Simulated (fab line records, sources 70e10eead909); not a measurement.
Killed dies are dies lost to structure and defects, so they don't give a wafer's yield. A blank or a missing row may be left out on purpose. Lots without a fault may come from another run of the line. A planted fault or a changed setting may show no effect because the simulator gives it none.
fab line records | flow nand_harc
record lots=24 wafers=72 last_day=33
route steps=1302 shown A_CHANNEL_FILL_D1@500 A_ONON_D2@561 A_CHANNEL_HOLE_D2@588
lots that met no fault: from a run of the same line without faults
start_h: hours from the record's first day to the start of the lot's first wafer shown | wait_h: hours since the lot's step before | " the same as in the row above | L1.1+2: a row that stands for several wafers | - no value, or no start given | * or withheld: withheld | < > ~ a bound
route shown NAME@n: a module of which the file shows steps, and the number in the route of the first | usual: mean/standard deviation of fault-free wafers | same: alike in all rows | chamber/n: place in a boat | sites: the reading at each site | _std_site: their standard deviation | _edge_site: outer sites' mean less inner sites' | radius_mm: how far each site lies from the wafer's centre | mask NAME#n: copy n | behind: the tool/chamber that last shaped the wafer | hold: why the lot was held/for how many hours/how that ended | device: the transistor (n, p or np) that didn't switch | end of line: the same wafers' tests at the end of the route | a step without rows: its recipe alone | killed: dies lost to structure and defects at the first sort, not the wafer's yield | map: a wafer's dies, x killed, . not, _ none there
set.NAME: the setting as run; set.NAME@STEP: as run at that earlier step | model.NAME: the simulator's own value behind a step, which no gauge read
steps of the route over a sample of lots; a table a step, a row a wafer
services: from which hour (start_h, from the record's first day; less than 0 if before it) a tool's chamber was out of use, for how many hours, and why
## steps
# step NHARC_A_CHANNEL_FILL_D1_ETCHBACK_20
# recipe target_depth_a=270 time_s=13.5 c4f8_flow_sccm=withheld o2_flow_sccm=8 ar_flow_sccm=withheld rf_w=600 bias_w=1500 chemistry=C4F8/O2/Ar
# usual oes_product_au=0.98/0.031 rf_vpp_V=979/5.1
# same time_s=13.5
# columns lot.wafer tool chamber start_h wait_h oes_product_au rf_hours_counter_h rf_vpp_V
L074.3 rie_diel-08 0 215.37 - 1.00 1.2 976
L074.1 " 1 " " 1.00 1.1 973
L074.6 " 0 " " 1.00 - 977
L075.4 rie_diel-06 2 218.94 - 0.97 4.2 973
L075.2 " 3 " " 0.96 4.1 982
L075.6 " 1 " " 0.97 - 980
L076.4 rie_diel-01 2 232.38 - 0.96 0.2 979
L076.6 " 1 " " 1.00 - 979
L076.5 " 2 " " 0.97 - 977
L077.1 rie_diel-08 1 244.08 - 1.01 3.7 971
L077.5 " 0 " " 1.01 - 975
L077.6 " 1 " " 1.01 - 973
L078.3 rie_diel-08 0 251.48 - 0.97 3.9 976
L078.1 " 2 " " 0.96 3.6 988
L078.5 " 0 " " 0.99 - 976
L079.3 rie_diel-08 0 256.18 - 0.99 4.5 975
L079.1 " 1 " " 1.01 4.2 974
L079.5 " 0 " " 0.99 - 975
L080.4 rie_diel-01 2 273.12 - 0.96 2.4 977
L080.6 " 2 " " 0.97 - 975
L080.5 " 3 " " 1.00 - 987
L082.4 rie_diel-08 1 295.40 - 1.01 6.8 972
L082.1 " 3 " " 1.02 6.7 973
L082.5 " 1 " " 1.01 - 971
L081.1 rie_diel-01 0 295.41 - 0.99 3.6 975
L081.4 " 0 " " 0.99 - 978
L081.5 " 1 " " 1.00 - 982
L083.3 rie_diel-01 0 302.41 - 0.99 4.1 977
L083.2 " 1 " " 1.01 4.0 981
L083.6 " 2 " " 0.97 - 979
L085.2 rie_diel-01 0 326.91 - 1.00 5.1 978
L085.3 " 1 " " 1.00 5.1 981
L085.6 " 2 " " 0.97 - 979
L084.1 rie_diel-06 2 326.91 - 1.01 0.2 973
L084.6 " 0 " " 1.00 - 981
L084.5 " 1 " " 1.02 - 980
L086.3 rie_diel-01 1 339.96 - 0.92 5.8 981
L086.1 " 2 " " 0.91 6.1 978
L086.5 " 0 " " 0.93 - 976
L087.1 rie_diel-06 1 344.92 - 0.98 2.2 982
L087.5 " 1 " " 0.97 - 981
L087.6 " 2 " " 0.99 - 975
L089.2 rie_diel-01 2 354.60 - 0.92 6.6 978
L089.4 " 1 " " 0.93 6.2 981
L089.5 " 2 " " 0.91 - 977
L088.4 rie_diel-08 3 354.61 - 0.93 10.4 972
L088.3 " 0 " " 0.92 11.0 977
L088.1 " 1 " " 0.93 11.1 974
L090.2 rie_diel-01 1 376.15 - 0.93 7.0 980
L090.3 " 3 " " 1.01 7.4 988
L090.6 " 0 " " 0.91 - 976
L091.4 rie_diel-06 3 376.15 - 1.02 2.8 984
L091.1 " 0 " " 1.01 4.3 985
L091.5 " 3 " " 1.03 - 983
L092.1 rie_diel-01 2 390.22 - 0.99 0 978
L092.2 " 3 " " 0.98 0 989
L092.4 " 0 " " 0.99 0 976
L093.4 rie_diel-01 3 396.56 - 0.99 0.1 987
L093.2 " 1 " " 1.02 0.1 980
L093.6 " 0 " " 0.99 - 975
L094.3 rie_diel-08 0 412.24 - 1.01 2.2 975
L094.2 " 1 " " 0.99 2.5 972
L094.5 " 2 " " 0.99 - 988
L095.4 rie_diel-08 0 432.52 - 0.98 2.9 976
L095.3 " 1 " " 0.96 3.2 974
L095.5 " 0 " " 0.97 - 975
L096.3 rie_diel-01 2 440.70 - 0.92 2.8 978
L096.2 " 3 " " 0.92 2.7 987
L096.5 " 2 " " 0.93 - 978
L097.3 rie_diel-06 2 440.72 - 0.93 6.1 973
L097.2 " 3 " " 0.94 6.3 985
L097.5 " 2 " " 0.93 - 974
# step NHARC_A_CHANNEL_FILL_D1_STRIP_28
# recipe time_s=20 o2_flow_sccm=500 ar_flow_sccm=0 bias_w=0 chemistry=O2
# usual drypump_motor_current_A=5.8/0.31 o2_flow_sccm=499.9/1.6 oes_product_au=0.996/0.014 rf_vpp_V=57.9/0.92 showerhead_plenum_p_Torr=3.56/0.13 throttle_valve_pct=17.036/0.0092
# same time_s=20
# columns lot.wafer tool chamber start_h wait_h drypump_motor_current_A o2_flow_sccm oes_product_au rf_hours_counter_h rf_vpp_V showerhead_plenum_p_Torr throttle_valve_pct
L074.3 rie_diel-08 3 215.47 0.1 5.6 500.4 0.994 1.0 57.7 3.40 17.037
L074.1 " 2 " " 5.8 498.4 0.984 0.8 57.8 3.79 17.052
L074.6 " 3 " " 5.6 501.0 0.990 - 58.1 3.40 17.051
L075.4 rie_diel-06 2 219.02 0.1 5.8 502.4 1.007 4.2 56.6 3.41 17.037
L075.2 " 0 " " 5.6 499.9 0.999 3.9 58.9 3.64 17.037
L075.6 " 3 " " 6.0 499.1 0.994 - 59.0 3.67 17.012
L076.4 rie_diel-01 0 232.46 0.1 6.0 497.6 0.985 0.3 59.7 3.50 17.031
L076.6 " 3 " " 6.0 500.1 1.005 - 57.5 3.75 17.024
L076.5 " 0 " " 6.0 499.4 0.994 - 57.3 3.50 17.038
L077.1 rie_diel-08 1 244.16 0.1 5.7 501.3 0.998 3.7 57.3 3.41 17.050
L077.5 " 1 " " 5.7 497.6 1.012 - 57.1 3.41 17.030
L077.6 " 2 " " 5.8 500.1 0.983 - 56.8 3.79 17.029
L078.1 rie_diel-08 0 251.57 0.1 5.5 501.0 1.001 3.9 57.4 3.47 17.027
L078.3 " 1 " " 5.7 499.6 1.010 3.9 56.1 3.41 17.031
L078.5 " 3 " " 5.6 501.1 1.005 - 57.7 3.40 17.037
L079.3 rie_diel-08 1 256.28 0.1 5.6 499.0 1.011 4.2 58.1 3.41 17.040
L079.1 " 2 " " 5.8 501.0 0.982 3.9 57.2 3.79 17.042
L079.5 " 2 " " 5.8 501.2 0.996 - 57.9 3.79 17.043
L080.4 rie_diel-01 2 273.22 0.1 5.6 499.0 0.972 2.4 57.1 3.51 17.030
L080.6 " 1 " " 5.4 500.0 0.993 - 56.5 3.60 17.046
L080.5 " 2 " " 5.6 499.7 0.965 - 56.9 3.51 17.033
L082.4 rie_diel-08 1 295.48 0.1 5.6 502.5 1.009 6.8 57.3 3.41 17.045
L082.1 " 2 " " 5.8 500.0 0.990 6.7 58.8 3.79 17.040
L082.5 " 2 " " 5.8 498.6 0.988 - 59.0 3.79 17.030
L081.1 rie_diel-01 0 295.51 0.1 6.0 500.4 0.987 3.6 59.6 3.50 17.043
L081.5 " 1 " " 5.3 501.2 1.000 - 57.5 3.60 17.023
L081.4 " 0 " " 6.0 500.5 0.994 - 57.3 3.50 17.037
L083.2 rie_diel-01 3 302.49 0.1 6.0 499.0 1.016 3.7 58.0 3.75 17.043
L083.3 " 0 " " 6.0 499.7 1.000 4.1 58.4 3.50 17.036
L083.6 " 1 " " 5.4 500.5 1.004 - 58.7 3.60 17.031
L084.1 rie_diel-06 0 326.99 0.1 5.6 502.2 0.999 0.2 57.0 3.64 17.036
L084.6 " 2 " " 5.8 503.2 1.012 - 57.3 3.40 17.043
L084.5 " 3 " " 6.1 497.4 1.021 - 58.8 3.66 17.033
L085.2 rie_diel-01 2 327.10 0.2 5.6 497.2 0.964 5.1 56.2 3.50 17.033
L085.3 " 1 " " 5.4 500.1 1.004 5.2 58.1 3.60 17.031
L085.6 " 2 " " 5.6 497.7 0.960 - 57.7 3.50 17.044
L086.3 rie_diel-01 2 340.03 0.1 5.6 500.2 0.977 6.1 58.1 3.50 17.022
L086.1 " 0 " " 6.1 497.6 0.991 5.8 59.3 3.50 17.043
L086.5 " 2 " " 5.6 499.4 0.964 - 57.8 3.50 17.038
L087.1 rie_diel-06 0 345.02 0.1 5.6 500.1 1.013 2.3 58.7 3.64 17.011
L087.5 " 1 " " 6.7 500.4 1.016 - 56.9 3.59 17.032
L087.6 " 2 " " 5.8 500.6 1.018 - 57.2 3.40 17.017
L089.2 rie_diel-01 0 354.69 0.1 6.0 501.0 0.987 6.4 57.7 3.50 17.036
L089.4 " 3 " " 6.0 501.1 0.991 6.1 58.7 3.75 17.033
L089.5 " 0 " " 6.0 500.7 0.998 - 58.9 3.50 17.034
L088.1 rie_diel-08 3 354.70 0.1 5.6 501.8 0.996 10.4 59.3 3.40 17.046
L088.4 " 0 " " 5.5 500.7 0.995 11.0 58.0 3.46 17.033
L088.3 " 1 " " 5.6 499.8 0.996 11.1 59.2 3.40 17.021
L091.1 rie_diel-06 0 376.23 0.1 5.6 497.9 1.007 4.3 57.7 3.64 17.029
L091.4 " 1 " " 6.8 498.9 0.991 4.2 57.5 3.59 17.042
L091.5 " 1 " " 6.7 499.3 1.011 - 57.0 3.59 17.042
L090.3 rie_diel-01 2 376.23 0.1 5.6 501.1 0.974 7.7 56.6 3.50 17.027
L090.2 " 3 " " 6.0 503.0 1.009 7.4 59.2 3.75 17.025
L090.6 " 2 " " 5.6 502.9 0.976 - 56.6 3.50 17.050
L092.1 rie_diel-01 2 390.30 0.1 5.6 500.8 0.991 0.0 58.6 3.50 17.038
L092.4 " 3 " " 6.0 497.2 0.990 0 58.6 3.75 17.031
L092.2 " 0 " " 6.0 499.5 0.994 0 56.8 3.50 17.043
L093.2 rie_diel-01 2 396.65 0.1 5.6 500.1 0.981 0.1 57.9 3.50 17.049
L093.4 " 0 " " 6.0 499.5 0.991 0.1 57.0 3.50 17.035
L093.6 " 3 " " 6.0 499.7 0.980 - 59.0 3.75 17.043
L094.2 rie_diel-08 0 412.32 0.1 5.5 500.4 1.009 2.2 58.8 3.46 17.036
L094.3 " 2 " " 5.8 501.3 0.989 3.1 58.6 3.78 17.034
L094.5 " 3 " " 5.6 498.7 0.983 - 56.5 3.39 17.040
L095.4 rie_diel-08 3 432.60 0.1 5.6 499.2 0.996 3.6 56.9 3.39 17.042
L095.3 " 0 " " 5.5 495.3 1.017 2.9 56.5 3.46 17.040
L095.5 " 2 " " 5.8 497.7 0.988 - 57.3 3.78 17.042
L096.2 rie_diel-01 1 440.79 0.1 5.4 499.1 1.015 2.6 57.9 3.60 17.027
L096.3 " 2 " " 5.6 501.7 0.975 2.8 56.5 3.50 17.031
L096.5 " 2 " " 5.6 500.9 0.979 - 56.7 3.50 17.044
L097.3 rie_diel-06 3 440.82 0.1 6.0 500.0 1.021 6.3 58.9 3.66 17.031
L097.2 " 0 " " 5.5 497.7 1.014 7.8 57.7 3.64 17.036
L097.5 " 0 " " 5.5 496.4 1.003 - 57.9 3.64 17.051
# step NHARC_A_ONON_D2_THK_MEAS_24
# recipe thk_meas_gauge=ellipsometry
# usual thk_nm=1000/10
# columns lot.wafer tool chamber start_h wait_h thk_nm
L075.2 film_metro-01 - 283.65 - 1011
L075.4 " - " " 1011
L075.6 " - " " 1012
L074.1 film_metro-01 - 283.86 - 1007
L074.3 " - " " 1004
L074.6 " - " " 1006
L076.4 film_metro-01 - 299.49 - 985
L076.5 " - " " 985
L076.6 " - " " 984
L077.1 film_metro-02 - 321.09 - 991
L077.5 " - " " 990
L077.6 " - " " 994
L078.1 film_metro-02 - 332.52 - 994
L078.3 " - " " 994
L078.5 " - " " 994
L079.1 film_metro-01 - 339.33 - 1010
L079.3 " - " " 1009
L079.5 " - " " 1009
L080.4 film_metro-02 - 339.34 - 986
L080.5 " - " " 987
L080.6 " - " " 987
L081.1 film_metro-02 - 365.85 - 1001
L081.4 " - " " 1000
L081.5 " - " " 1000
L082.1 film_metro-01 - 365.86 - 986
L082.4 " - " " 989
L082.5 " - " " 988
L083.2 film_metro-01 - 375.55 - 996
L083.3 " - " " 995
L083.6 " - " " 995
L084.1 film_metro-02 - 395.38 - 1004
L084.5 " - " " 1002
L084.6 " - " " 1002
L085.2 film_metro-01 - 395.38 - 994
L085.3 " - " " 994
L085.6 " - " " 995
L087.1 film_metro-02 - 409.69 - 977
L087.5 " - " " 979
L087.6 " - " " 978
L086.1 film_metro-02 - 410.05 - 993
L086.3 " - " " 992
L086.5 " - " " 992
L089.2 film_metro-02 - 429.92 - 1013
L089.4 " - " " 1013
L089.5 " - " " 1013
L088.1 film_metro-01 - 429.93 - 1003
L088.3 " - " " 1003
L088.4 " - " " 1002
L090.2 film_metro-02 - 451.80 - 999
L090.3 " - " " 997
L090.6 " - " " 998
L091.1 film_metro-02 - 451.93 - 995
L091.4 " - " " 996
L091.5 " - " " 996
L092.1 film_metro-01 - 461.33 - 1007
L092.2 " - " " 1007
L092.4 " - " " 1008
L093.2 film_metro-01 - 472.63 - 1001
L093.4 " - " " 1002
L093.6 " - " " 1000
L094.2 film_metro-02 - 488.27 - 1022
L094.3 " - " " 1023
L094.5 " - " " 1023
L095.3 film_metro-02 - 502.98 - 1001
L095.4 " - " " 1002
L095.5 " - " " 1001
L096.2 film_metro-01 - 511.97 - 1010
L096.3 " - " " 1008
L096.5 " - " " 1010
L097.2 film_metro-01 - 512.00 - 1008
L097.3 " - " " 1008
L097.5 " - " " 1008
# step NHARC_A_CHANNEL_HOLE_D2_ETCH_34
# recipe target_depth_a=1540 time_s=77 cf4_flow_sccm=100 chf3_flow_sccm=30 ar_flow_sccm=0 rf_w=500 bias_w=200 chemistry=CF4/CHF3
# usual chf3_flow_sccm=30.00/0.084 drypump_motor_current_A=5.9/0.51 oes_product_au=0.957/0.027 rf_vpp_V=370.4/1.7 showerhead_plenum_p_Torr=1.57/0.047 throttle_valve_pct=16.803/0.0086
# same time_s=77
# columns lot.wafer tool chamber start_h wait_h chf3_flow_sccm drypump_motor_current_A oes_product_au rf_hours_counter_h rf_vpp_V showerhead_plenum_p_Torr throttle_valve_pct
L075.2 rie_diel-09 3 - - 30.13 5.5 0.960 8 372.4 1.63 16.805
L075.4 " 0 " " 30.09 5.5 0.977 - 370.1 1.52 16.799
L075.6 " 2 " " 30.02 5.8 0.971 - 369.8 1.56 16.785
L074.1 rie_diel-10 2 - - 30.11 6.7 0.976 4 369.2 1.54 16.795
L074.3 " 1 " " 30.15 5.9 0.956 4 369.2 1.54 16.791
L074.6 " 3 " " 30.09 6.1 0.969 - 371.5 1.58 16.794
L076.4 rie_diel-10 1 - - 29.96 5.9 0.933 - 370.0 1.54 16.792
L076.5 " 2 " " 30.11 6.7 0.950 - 369.4 1.54 16.801
L076.6 " 0 " " 29.94 6.4 0.950 - 372.9 1.65 16.796
L077.1 rie_diel-12 1 327.42 0.4 30.00 5.0 0.914 2 369.4 1.50 16.808
L077.6 " 0 " " 29.88 6.8 0.913 - 369.3 1.52 16.822
L077.5 " 1 " " 29.99 5.1 0.917 - 368.8 1.50 16.794
L078.1 rie_diel-09 2 - - 30.00 5.8 0.992 0 369.4 1.56 16.804
L078.3 " 3 " " 30.00 5.5 0.981 0 372.6 1.63 16.793
L078.5 " 0 " " 29.88 5.5 0.974 - 367.4 1.52 16.800
L079.3 rie_diel-09 0 - - 29.95 5.5 0.961 1 368.8 1.52 16.810
L079.1 " 3 " " 30.15 5.5 0.967 1 372.5 1.63 16.805
L079.5 " 0 " " 30.08 5.5 0.962 - 369.7 1.52 16.802
L080.4 rie_diel-10 1 - - 30.01 5.9 0.942 7 370.3 1.54 16.798
L080.6 " 3 " " 30.18 6.1 0.958 - 371.2 1.58 16.817
L080.5 " 0 " " 30.03 6.4 0.974 - 372.0 1.65 16.812
L081.4 rie_diel-10 1 - - 30.05 5.9 0.958 9 370.9 1.54 16.801
L081.1 " 2 " " 30.10 6.7 0.989 11 369.1 1.54 16.809
L081.5 " 1 " " 30.10 5.9 0.965 - 370.2 1.54 16.809
L082.1 rie_diel-09 0 - - 29.88 5.5 0.975 3 368.3 1.52 16.807
L082.5 " 2 " " 29.99 5.8 0.985 - 369.6 1.56 16.787
L082.4 " 3 " " 30.10 5.5 0.964 - 371.4 1.62 16.807
L083.2 rie_diel-12 1 - - 29.94 5.0 0.945 4 367.2 1.50 16.792
L083.3 " 2 " " 30.07 5.8 0.950 3 371.0 1.61 16.809
L083.6 " 3 " " 30.11 5.3 0.939 - 372.1 1.65 16.792
L085.2 rie_diel-09 3 - - 29.95 5.5 0.965 6 370.7 1.62 16.817
L085.3 " 1 " " 30.05 5.4 0.962 0 369.8 1.60 16.793
L085.6 " 0 " " 29.92 5.5 0.952 - 368.1 1.52 16.797
L084.1 rie_diel-12 0 - - 29.98 6.7 0.906 5 367.6 1.52 16.817
L084.5 " 0 " " 29.95 6.8 0.913 - 370.2 1.52 16.803
L084.6 " 1 " " 30.02 5.0 0.905 - 367.6 1.50 16.802
L087.1 rie_diel-09 0 - - 30.02 5.5 0.988 6 370.2 1.52 16.802
L087.5 " 0 " " 29.93 5.5 0.990 - 367.8 1.52 16.805
L087.6 " 1 " " 30.01 5.4 1.013 - 370.7 1.59 16.803
L086.1 rie_diel-10 2 - - 30.00 6.7 0.912 14 368.9 1.54 16.812
L086.3 " 1 " " 30.06 5.9 0.921 11 369.5 1.54 16.798
L086.5 " 2 " " 29.93 6.7 0.917 - 368.7 1.54 16.799
L088.3 rie_diel-12 1 - - 29.91 5.0 0.915 7 367.9 1.50 16.788
L088.4 " 3 " " 30.00 5.3 0.927 6 372.1 1.65 16.791
L088.1 " 0 " " 30.01 6.7 0.915 7 370.5 1.52 16.808
L089.4 rie_diel-10 3 - - 30.13 6.1 0.951 1 371.9 1.58 16.794
L089.2 " 0 " " 30.13 6.4 0.957 1 373.8 1.64 16.811
L089.5 " 1 " " 29.99 5.9 0.971 - 370.3 1.54 16.812
L090.2 rie_diel-10 3 - - 30.05 6.1 0.926 1 370.9 1.58 16.800
L090.3 " 0 " " 29.99 6.4 0.931 2 373.4 1.64 16.804
L090.6 " 0 " " 29.92 6.4 0.928 - 372.3 1.64 16.812
L091.1 rie_diel-12 3 - - 30.11 5.3 0.973 0 371.9 1.65 16.807
L091.4 " 2 " " 29.88 5.8 0.948 - 371.6 1.61 16.805
L091.5 " 3 " " 30.18 5.3 0.980 - 372.8 1.65 16.791
L092.4 rie_diel-09 2 - - 29.92 5.8 1.014 10 372.4 1.56 16.803
L092.2 " 3 " " 29.92 5.5 0.984 10 373.7 1.62 16.805
L092.1 " 0 " " 29.99 5.5 0.964 10 369.1 1.52 16.801
L093.4 rie_diel-09 2 - - 30.02 5.7 0.945 11 370.3 1.56 16.817
L093.2 " 0 " " 29.99 5.5 0.928 11 369.2 1.52 16.819
L093.6 " 2 " " 29.95 5.8 0.942 - 370.1 1.56 16.805
L094.2 rie_diel-10 2 - - 29.92 6.7 0.961 3 367.0 1.54 16.804
L094.3 " 1 " " 30.03 5.9 0.972 5 369.1 1.54 16.808
L094.5 " 0 " " 30.08 6.4 0.962 - 372.6 1.64 16.810
L095.3 rie_diel-10 0 - - 30.00 6.4 0.984 5 373.1 1.64 16.813
L095.4 " 3 " " 29.71 6.1 0.950 3 371.0 1.58 16.813
L095.5 " 0 " " 29.85 6.4 0.985 - 371.9 1.64 16.796
L096.2 rie_diel-10 2 - - 30.02 6.7 0.966 4 369.0 1.54 16.806
L096.3 " 3 " " 30.12 6.1 0.963 4 370.8 1.58 16.809
L096.5 " 2 " " 29.91 6.7 0.972 - 369.2 1.54 16.805
L097.3 rie_diel-09 3 - - 29.94 5.5 0.936 0 371.1 1.62 16.810
L097.2 " 0 " " 30.15 5.5 0.983 0 369.1 1.52 16.804
L097.5 " 2 " " 30.15 5.8 0.972 - 370.6 1.56 16.802
# step NHARC_A_CHANNEL_HOLE_D2_CD_MEAS_18
# usual cd_nm=100/3.1
# columns lot.wafer tool chamber start_h wait_h cd_nm
L075.2 cd_sem-01 - 289.58 - 101
L075.4 " - " " 101
L075.6 " - " " 102
L074.1 cd_sem-03 - 290.37 - 94
L074.3 " - " " 99
L074.6 " - " " 100
L076.4 cd_sem-02 - 305.34 - 102
L076.5 " - " " 96
L076.6 " - " " 100
L077.1 cd_sem-02 - 328.47 0.8 97
L077.5 " - " " 95
L077.6 " - " " 103
L078.1 cd_sem-01 - 339.99 - 98
L078.3 " - " " 101
L078.5 " - " " 98
L080.4 cd_sem-01 - 345.09 - 96
L080.5 " - " " 96
L080.6 " - " " 102
L079.1 cd_sem-03 - 345.14 - 98
L079.3 " - " " 100
L079.5 " - " " 99
L081.1 cd_sem-02 - 372.26 - 95
L081.4 " - " " 100
L081.5 " - " " 99
L082.1 cd_sem-02 - 372.87 - 100
L082.4 " - " " 102
L082.5 " - " " 100
L083.2 cd_sem-01 - 386.52 - 103
L083.3 " - " " 103
L083.6 " - " " 103
L085.2 cd_sem-03 - 401.07 - 97
L085.3 " - " " 98
L085.6 " - " " 103
L084.1 cd_sem-02 - 401.22 - 98
L084.5 " - " " 98
L084.6 " - " " 96
L087.1 cd_sem-03 - 416.61 - 101
L087.5 " - " " 99
L087.6 " - " " 104
L086.1 cd_sem-02 - 417.54 - 98
L086.3 " - " " 94
L086.5 " - " " 97
L088.1 cd_sem-02 - 438.18 - 98
L088.3 " - " " 100
L088.4 " - " " 100
L089.2 cd_sem-01 - 438.93 - 98
L089.4 " - " " 105
L089.5 " - " " 105
L090.2 cd_sem-03 - 458.56 - 102
L090.3 " - " " 99
L090.6 " - " " 98
L091.1 cd_sem-03 - 459.70 - 100
L091.4 " - " " 96
L091.5 " - " " 101
L092.1 cd_sem-03 - 467.52 - 103
L092.2 " - " " 101
L092.4 " - " " 105
L093.2 cd_sem-02 - 478.19 - 103
L093.4 " - " " 95
L093.6 " - " " 97
L094.2 cd_sem-01 - 496.93 - 104
L094.3 " - " " 97
L094.5 " - " " 99
L095.3 cd_sem-01 - 511.57 - 101
L095.4 " - " " 102
L095.5 " - " " 103
L096.2 cd_sem-02 - 517.64 - 97
L096.3 " - " " 101
L096.5 " - " " 97
L097.2 cd_sem-01 - 518.11 - 99
L097.3 " - " " 103
L097.5 " - " " 102
# step NHARC_A_CHANNEL_HOLE_D2_ETCH_22
# recipe bias_v=3000 source_w=withheld pressure_mtorr=20 time_s=666.7 ar_flow_sccm=375 c4f8_flow_sccm=89.3 o2_flow_sccm=35.7 temp_c=-20 target_depth_a=16000 chemistry=C4F8/O2/Ar
# usual drypump_motor_current_A=5.5/0.34 o2_flow_sccm=35.71/0.1 showerhead_plenum_p_Torr=3.69/0.11 throttle_valve_pct=32.154/0.0095
# same time_s=666.7
# columns lot.wafer tool chamber start_h wait_h drypump_motor_current_A o2_flow_sccm rf_hours_counter_h showerhead_plenum_p_Torr throttle_valve_pct
L075.2 har_etch-01 1 292.13 0.4 5.7 35.69 145 3.70 32.161
L075.4 " 0 " " 5.5 35.83 - 3.70 32.159
L075.6 " 1 " " 5.7 35.64 - 3.71 32.137
L074.1 har_etch-02 1 294.41 0.4 4.9 35.74 364 3.50 32.150
L074.3 " 0 " " 5.8 35.89 - 3.73 32.174
L074.6 " 1 " " 4.9 35.65 - 3.50 32.141
L076.4 har_etch-02 0 306.57 0.4 5.8 35.85 - 3.72 32.152
L076.5 " 1 " " 4.9 35.70 - 3.49 32.149
L076.6 " 0 " " 5.8 35.77 - 3.72 32.148
L077.1 har_etch-02 0 330.28 0.7 5.8 35.78 384 3.72 32.148
L077.5 " 0 " " 5.8 35.67 - 3.72 32.133
L077.6 " 0 " " 5.8 35.64 - 3.72 32.165
L078.1 har_etch-01 1 342.70 0.4 5.7 35.71 179 3.69 32.170
L078.3 " 1 " " 5.7 35.83 - 3.69 32.161
L078.5 " 1 " " 5.7 35.78 - 3.69 32.157
L080.4 har_etch-02 0 350.68 0.4 5.8 35.71 - 3.71 32.147
L080.5 " 0 " " 5.8 35.83 - 3.71 32.166
L080.6 " 1 " " 4.9 35.81 - 3.48 32.153
L079.1 har_etch-01 0 351.05 0.4 5.5 35.75 187 3.68 32.156
L079.3 " 0 " " 5.5 35.72 - 3.68 32.168
L079.5 " 0 " " 5.5 35.60 - 3.68 32.176
L081.1 har_etch-02 0 373.31 0.4 5.8 35.58 414 3.70 32.155
L081.4 " 1 " " 4.9 35.78 - 3.48 32.166
L081.5 " 0 " " 5.8 35.72 - 3.70 32.152
L082.1 har_etch-01 0 373.91 0.4 5.5 35.74 199 3.68 32.151
L082.4 " 0 " " 5.5 35.65 - 3.68 32.175
L082.5 " 0 " " 5.4 35.54 - 3.68 32.157
L083.2 har_etch-01 1 389.64 0.4 5.8 35.84 210 3.67 32.156
L083.3 " 0 " " 5.5 35.76 - 3.67 32.155
L083.6 " 0 " " 5.5 35.75 - 3.67 32.145
L085.2 har_etch-01 0 407.45 0.4 5.5 35.81 225 3.66 32.153
L085.3 " 0 " " 5.4 35.73 - 3.66 32.158
L085.6 " 0 " " 5.5 36.01 - 3.66 32.159
L084.1 har_etch-02 0 408.15 0.4 5.8 35.65 1 3.70 32.157
L084.6 " 1 " " 4.9 35.87 - 3.93 32.151
L084.5 " 0 " " 5.8 35.65 - 3.70 32.159
L087.1 har_etch-01 1 417.55 0.4 5.7 35.72 233 3.66 32.139
L087.5 " 1 " " 5.8 35.70 - 3.66 32.165
L087.6 " 0 " " 5.4 35.65 - 3.66 32.142
L086.1 har_etch-02 0 418.48 0.4 5.8 35.63 9 3.70 32.158
L086.3 " 0 " " 5.8 35.76 - 3.70 32.145
L086.5 " 0 " " 5.8 35.60 - 3.70 32.142
L088.1 har_etch-01 1 441.87 0.4 5.7 35.63 248 3.65 32.134
L088.4 " 1 " " 5.8 35.68 - 3.65 32.159
L088.3 " 0 " " 5.5 35.55 - 3.65 32.156
L089.2 har_etch-02 0 442.25 0.4 5.8 35.69 24 3.69 32.163
L089.4 " 0 " " 5.8 35.93 - 3.69 32.154
L089.5 " 0 " " 5.8 35.91 - 3.69 32.162
L090.2 har_etch-01 0 460.93 0.4 5.5 35.78 260 3.64 32.163
L090.3 " 0 " " 5.5 35.81 - 3.64 32.142
L090.6 " 1 " " 5.8 35.50 - 3.64 32.148
L091.1 har_etch-02 0 462.56 0.4 5.8 35.71 35 3.68 32.132
L091.4 " 0 " " 5.8 35.86 - 3.68 32.154
L091.5 " 1 " " 4.9 35.59 - 3.91 32.165
L092.2 har_etch-01 1 468.96 0.4 5.7 35.75 267 3.64 32.164
L092.1 " 0 " " 5.5 35.71 267 3.64 32.168
L092.4 " 1 " " 5.8 35.63 - 3.64 32.147
L093.2 har_etch-02 0 480.46 0.4 5.8 35.79 47 3.67 32.149
L093.4 " 0 " " 5.7 35.72 - 3.67 32.153
L093.6 " 1 " " 4.9 35.84 - 3.91 32.149
L094.2 har_etch-02 0 497.86 0.4 5.7 35.71 54 3.67 32.163
L094.3 " 0 " " 5.8 35.73 - 3.67 32.166
L094.5 " 0 " " 5.8 35.73 - 3.67 32.166
L095.3 har_etch-01 1 516.06 0.4 5.8 35.64 - 3.63 32.143
L095.4 " 0 " " 5.4 35.66 - 3.63 32.167
L095.5 " 0 " " 5.5 35.58 - 3.63 32.143
L096.2 har_etch-02 1 518.58 0.4 4.9 35.63 66 3.90 32.173
L096.3 " 1 " " 4.9 35.71 - 3.90 32.166
L096.5 " 0 " " 5.8 35.75 - 3.66 32.147
L097.2 har_etch-01 0 520.02 0.4 5.5 35.66 294 3.62 32.165
L097.3 " 0 " " 5.5 35.71 - 3.62 32.162
L097.5 " 1 " " 5.8 35.75 - 3.62 32.140
## services
# columns tool chamber start_h hours kind
rie_diel-08 0 197.88 5.8 repair
rie_diel-01 - 203.93 9.0 pm
rie_diel-10 2 206.09 1.2 repair
rie_diel-10 - 242.50 9.0 pm
rie_diel-09 1 243.29 7.4 repair
rie_diel-06 1 245.61 4.2 repair
rie_diel-01 3 291.70 4.8 repair
rie_diel-10 3 298.93 6.9 repair
rie_diel-10 0 305.69 9.4 repair
rie_diel-06 - 307.20 9.0 pm
rie_diel-01 3 319.17 7.6 repair
rie_diel-10 3 347.19 7.3 repair
rie_diel-06 - 347.30 1.8 repair
rie_diel-08 - 367.81 9.0 pm
rie_diel-01 3 377.73 9.7 repair
rie_diel-10 1 378.51 8.1 repair
rie_diel-01 - 380.93 9.0 pm
rie_diel-10 0 385.97 4.7 repair
har_etch-02 - 390.19 17.0 pm
rie_diel-10 - 419.50 9.0 pm
rie_diel-10 2 447.48 16.9 repair
rie_diel-08 1 450.58 12.8 repair
rie_diel-06 - 484.20 9.0 pm
rie_diel-10 3 488.99 10.4 repair
## key
fault none
